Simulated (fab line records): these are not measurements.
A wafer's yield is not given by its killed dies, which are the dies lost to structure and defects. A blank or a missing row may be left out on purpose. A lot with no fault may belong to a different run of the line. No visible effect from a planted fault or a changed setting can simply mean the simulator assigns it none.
Chamber matching :: flow n5Finfet :: N5_BEOL_M0_SAQP_STRIP_86 on rieDiel-05: 4 sister chambers
The step strips in N2/H2. 18 wafers are shown with their chamber, then 9 later ones without.

== WAFERS, EACH WITH ITS CHAMBER ==
wafer: L081.1
chamber: 2
showerheadPlenumPTorr (Torr): 3.30
drypumpMotorCurrentA (A): 6.5
throttleValvePct (%): 18.5

wafer: L081.3
chamber: 1
showerheadPlenumPTorr (Torr): 3.24
drypumpMotorCurrentA (A): 5.6
throttleValvePct (%): 18.8

wafer: L081.5
chamber: 1
showerheadPlenumPTorr (Torr): 3.24
drypumpMotorCurrentA (A): 5.6
throttleValvePct (%): 18.8

wafer: L083.1
chamber: 1
showerheadPlenumPTorr (Torr): 3.24
drypumpMotorCurrentA (A): 5.6
throttleValvePct (%): 18.8

wafer: L083.5
chamber: 1
showerheadPlenumPTorr (Torr): 3.24
drypumpMotorCurrentA (A): 5.6
throttleValvePct (%): 18.8

wafer: L083.6
chamber: 2
showerheadPlenumPTorr (Torr): 3.29
drypumpMotorCurrentA (A): 6.5
throttleValvePct (%): 18.5

wafer: L089.1
chamber: 3
showerheadPlenumPTorr (Torr): 3.24
drypumpMotorCurrentA (A): 6.4
throttleValvePct (%): 19.2

wafer: L089.2
chamber: 1
showerheadPlenumPTorr (Torr): 3.23
drypumpMotorCurrentA (A): 5.6
throttleValvePct (%): 18.8

wafer: L089.4
chamber: 2
showerheadPlenumPTorr (Torr): 3.29
drypumpMotorCurrentA (A): 6.5
throttleValvePct (%): 18.6

wafer: L090.3
chamber: 0
showerheadPlenumPTorr (Torr): 3.46
drypumpMotorCurrentA (A): 5.5
throttleValvePct (%): 19.5

wafer: L090.4
chamber: 3
showerheadPlenumPTorr (Torr): 3.24
drypumpMotorCurrentA (A): 6.4
throttleValvePct (%): 19.1

wafer: L090.6
chamber: 1
showerheadPlenumPTorr (Torr): 3.23
drypumpMotorCurrentA (A): 5.6
throttleValvePct (%): 18.9

wafer: L091.1
chamber: 2
showerheadPlenumPTorr (Torr): 3.29
drypumpMotorCurrentA (A): 6.5
throttleValvePct (%): 18.6

wafer: L091.3
chamber: 1
showerheadPlenumPTorr (Torr): 3.23
drypumpMotorCurrentA (A): 5.6
throttleValvePct (%): 18.8

wafer: L091.4
chamber: 0
showerheadPlenumPTorr (Torr): 3.46
drypumpMotorCurrentA (A): 5.5
throttleValvePct (%): 19.5

wafer: L092.2
chamber: 2
showerheadPlenumPTorr (Torr): 3.29
drypumpMotorCurrentA (A): 6.4
throttleValvePct (%): 18.6

wafer: L092.4
chamber: 0
showerheadPlenumPTorr (Torr): 3.46
drypumpMotorCurrentA (A): 5.4
throttleValvePct (%): 19.5

wafer: L092.6
chamber: 3
showerheadPlenumPTorr (Torr): 3.24
drypumpMotorCurrentA (A): 6.4
throttleValvePct (%): 19.1

SIGNATURES (averages over the wafers above)
reading: showerheadPlenumPTorr
chamber 0: 3.4600
chamber 1: 3.2357
chamber 2: 3.2920
chamber 3: 3.2400
scatter within a chamber: 0.00424

reading: drypumpMotorCurrentA
chamber 0: 5.467
chamber 1: 5.600
chamber 2: 6.480
chamber 3: 6.400
scatter within a chamber: 0.0324

reading: throttleValvePct
chamber 0: 19.500
chamber 1: 18.814
chamber 2: 18.560
chamber 3: 19.133
scatter within a chamber: 0.0441
Rule: for each reading, subtract the chamber's mean from the wafer's reading, divide by that reading's scatter and square the result; add these up over the readings and take the root, which gives the wafer's distance from the chamber. The wafer belongs to the nearest chamber; if the next one is less than 2 further off, it can't be placed. The scatter: take each reading less its chamber's mean, square it, sum over the shown wafers, divide by the number of wafers less the number of chambers, and take the root.

== WAFERS WHOSE CHAMBER IS MISSING ==
wafer: L093.2
showerheadPlenumPTorr (Torr): 3.46
drypumpMotorCurrentA (A): 5.4
throttleValvePct (%): 19.5

wafer: L093.5
showerheadPlenumPTorr (Torr): 3.29
drypumpMotorCurrentA (A): 6.5
throttleValvePct (%): 18.6

wafer: L093.6
showerheadPlenumPTorr (Torr): 3.23
drypumpMotorCurrentA (A): 5.6
throttleValvePct (%): 18.9

wafer: L094.1
showerheadPlenumPTorr (Torr): 3.24
drypumpMotorCurrentA (A): 6.4
throttleValvePct (%): 19.2

wafer: L094.4
showerheadPlenumPTorr (Torr): 3.23
drypumpMotorCurrentA (A): 5.6
throttleValvePct (%): 18.8

wafer: L094.6
showerheadPlenumPTorr (Torr): 3.28
drypumpMotorCurrentA (A): 6.5
throttleValvePct (%): 18.6

wafer: L096.2
showerheadPlenumPTorr (Torr): 3.22
drypumpMotorCurrentA (A): 5.6
throttleValvePct (%): 18.9

wafer: L096.3
showerheadPlenumPTorr (Torr): 3.45
drypumpMotorCurrentA (A): 5.4
throttleValvePct (%): 19.5

wafer: L096.4
showerheadPlenumPTorr (Torr): 3.28
drypumpMotorCurrentA (A): 6.5
throttleValvePct (%): 18.6

== THE CHAMBER EACH PASSED THROUGH ==
wafer: L093.2
from the rows above: 0
in truth: 0

wafer: L093.5
from the rows above: 2
in truth: 2

wafer: L093.6
from the rows above: 1
in truth: 1

wafer: L094.1
from the rows above: 3
in truth: 3

wafer: L094.4
from the rows above: 1
in truth: 1

wafer: L094.6
from the rows above: 2
in truth: 2

wafer: L096.2
from the rows above: 1
in truth: 1

wafer: L096.3
from the rows above: 0
in truth: 0

wafer: L096.4
from the rows above: 2
in truth: 2
Correct placement for 9 of the 9. Left unplaced by these rows: 0. Wrongly placed: 0.
